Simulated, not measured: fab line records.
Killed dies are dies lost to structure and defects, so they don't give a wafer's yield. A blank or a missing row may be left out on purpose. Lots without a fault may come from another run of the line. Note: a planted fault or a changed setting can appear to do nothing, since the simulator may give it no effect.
Split-lot experiment / flow n5_finfet / 7 lots, 21 wafers read, on a route of 1938 steps

## THE SPLIT ITSELF
At N5_SD_EPI_N_ETCH_16 (etches SiO2 in CHF3/O2, target depth 5 nm), the setting target_depth_a was moved away from the recipe's 50 angstrom on 6 of the 21 wafers read, by -11.5% to +9.1%. The other wafers ran this setting at the recipe's value.

The split's own step is where the reading is taken.

## THE READING
etch.depth_nm (the simulator's own value, which no gauge read), in nm, at N5_SD_EPI_N_ETCH_16 (etches SiO2 in CHF3/O2, target depth 5 nm). No usual value for it is given in the file. Here, 15 wafers ran the recipe; their average is 4.993 nm with a standard deviation of 0.079 nm.

wafer=L075.2; tool, chamber at the split=rie_diel-06, 0; target_depth_a as run, angstrom=50; against the recipe=recipe; etch.depth_nm, nm=5.079; against lot-mates on the recipe=-
wafer=L075.3; tool, chamber at the split=rie_diel-06, 2; target_depth_a as run, angstrom=50; against the recipe=recipe; etch.depth_nm, nm=5.019; against lot-mates on the recipe=-
wafer=L075.4; tool, chamber at the split=rie_diel-06, 3; target_depth_a as run, angstrom=50; against the recipe=recipe; etch.depth_nm, nm=4.982; against lot-mates on the recipe=-
wafer=L077.4; tool, chamber at the split=rie_diel-02, 2; target_depth_a as run, angstrom=45.1; against the recipe=-9.8%; etch.depth_nm, nm=4.474; against lot-mates on the recipe=-0.450
wafer=L077.5; tool, chamber at the split=rie_diel-02, 2; target_depth_a as run, angstrom=50; against the recipe=recipe; etch.depth_nm, nm=4.951; against lot-mates on the recipe=-
wafer=L077.6; tool, chamber at the split=rie_diel-02, 1; target_depth_a as run, angstrom=50; against the recipe=recipe; etch.depth_nm, nm=4.898; against lot-mates on the recipe=-
wafer=L079.4; tool, chamber at the split=rie_diel-06, 2; target_depth_a as run, angstrom=52.23; against the recipe=+4.5%; etch.depth_nm, nm=5.216; against lot-mates on the recipe=+0.132
wafer=L079.5; tool, chamber at the split=rie_diel-06, 0; target_depth_a as run, angstrom=50; against the recipe=recipe; etch.depth_nm, nm=5.084; against lot-mates on the recipe=-
wafer=L079.6; tool, chamber at the split=rie_diel-06, 1; target_depth_a as run, angstrom=52.23; against the recipe=+4.5%; etch.depth_nm, nm=5.066; against lot-mates on the recipe=-0.018
wafer=L085.2; tool, chamber at the split=rie_diel-02, 0; target_depth_a as run, angstrom=50; against the recipe=recipe; etch.depth_nm, nm=5.12; against lot-mates on the recipe=-
wafer=L085.4; tool, chamber at the split=rie_diel-02, 2; target_depth_a as run, angstrom=50; against the recipe=recipe; etch.depth_nm, nm=4.951; against lot-mates on the recipe=-
wafer=L085.6; tool, chamber at the split=rie_diel-02, 0; target_depth_a as run, angstrom=50; against the recipe=recipe; etch.depth_nm, nm=5.124; against lot-mates on the recipe=-
wafer=L086.2; tool, chamber at the split=rie_diel-06, 3; target_depth_a as run, angstrom=50; against the recipe=recipe; etch.depth_nm, nm=4.869; against lot-mates on the recipe=-
wafer=L086.4; tool, chamber at the split=rie_diel-06, 2; target_depth_a as run, angstrom=50; against the recipe=recipe; etch.depth_nm, nm=4.992; against lot-mates on the recipe=-
wafer=L086.5; tool, chamber at the split=rie_diel-06, 3; target_depth_a as run, angstrom=50; against the recipe=recipe; etch.depth_nm, nm=4.883; against lot-mates on the recipe=-
wafer=L088.2; tool, chamber at the split=rie_diel-06, 3; target_depth_a as run, angstrom=44.26; against the recipe=-11.5%; etch.depth_nm, nm=4.302; against lot-mates on the recipe=-0.686
wafer=L088.5; tool, chamber at the split=rie_diel-06, 0; target_depth_a as run, angstrom=50; against the recipe=recipe; etch.depth_nm, nm=4.946; against lot-mates on the recipe=-
wafer=L088.6; tool, chamber at the split=rie_diel-06, 2; target_depth_a as run, angstrom=50; against the recipe=recipe; etch.depth_nm, nm=5.03; against lot-mates on the recipe=-
wafer=L097.1; tool, chamber at the split=rie_diel-04, 2; target_depth_a as run, angstrom=54.55; against the recipe=+9.1%; etch.depth_nm, nm=5.426; against lot-mates on the recipe=+0.457
wafer=L097.3; tool, chamber at the split=rie_diel-04, 1; target_depth_a as run, angstrom=54.55; against the recipe=+9.1%; etch.depth_nm, nm=5.643; against lot-mates on the recipe=+0.674
wafer=L097.6; tool, chamber at the split=rie_diel-04, 2; target_depth_a as run, angstrom=50; against the recipe=recipe; etch.depth_nm, nm=4.969; against lot-mates on the recipe=-

THE FIT
A straight line over all 21 wafers: etch.depth_nm changes by +0.0559 nm for each +1% of target_depth_a; r = +0.95; the points scatter about the line by 0.09 nm.
The same after taking each lot's own level away (the mean of its wafers on the recipe; 21 wafers): +0.0534 nm for each +1%; r = +0.94; scatter 0.092 nm.
The reading moves by 0.61 nm for the largest change in target_depth_a, on that fit.
The span of the lots' own levels, 4.9147 to 5.0840 nm, comes to 2.1 times the standard deviation stated above.
So the lot-to-lot level changes the slope little: the two slopes agree.
Check: for one of the wafers moved furthest among these (-11.5%), held out of the fit, the line's prediction against its lot-mates is -0.586 nm. It came out at -0.686 nm against them.

## ADDITIONAL SPLITS CARRIED BY THESE WAFERS
Before the reading, these wafers also passed through other splits. Each is held against what the fit with the lots' levels taken away leaves over:
other split on the same wafers=N5_ZERO_LAYER_EXPOSE_08 dose_mj; wafers away from the commonest value=7; r with etch.depth_nm (lot level and that fit taken away)=+0.35
other split on the same wafers=N5_WELL_APT_COAT_02 spin_rpm; wafers away from the commonest value=7; r with etch.depth_nm (lot level and that fit taken away)=-0.02
other split on the same wafers=N5_PMOS_HMC_CHANNEL_EPI_PEB_07 peb_time_s; wafers away from the commonest value=4; r with etch.depth_nm (lot level and that fit taken away)=-0.38
other split on the same wafers=N5_FIN_SAQP_SPACER1_ALD_24 ald_cycles; wafers away from the commonest value=4; r with etch.depth_nm (lot level and that fit taken away)=-0.05
other split on the same wafers=N5_FIN_CUT_COAT_19 spin_rpm; wafers away from the commonest value=11; r with etch.depth_nm (lot level and that fit taken away)=-0.02
other split on the same wafers=N5_DUMMY_GATE_COAT_35 spin_rpm; wafers away from the commonest value=4; r with etch.depth_nm (lot level and that fit taken away)=-0.21

## FILE'S OWN FIT
etch.depth_nm changes by +0.0535 nm for each +1% of target_depth_a, r = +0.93.
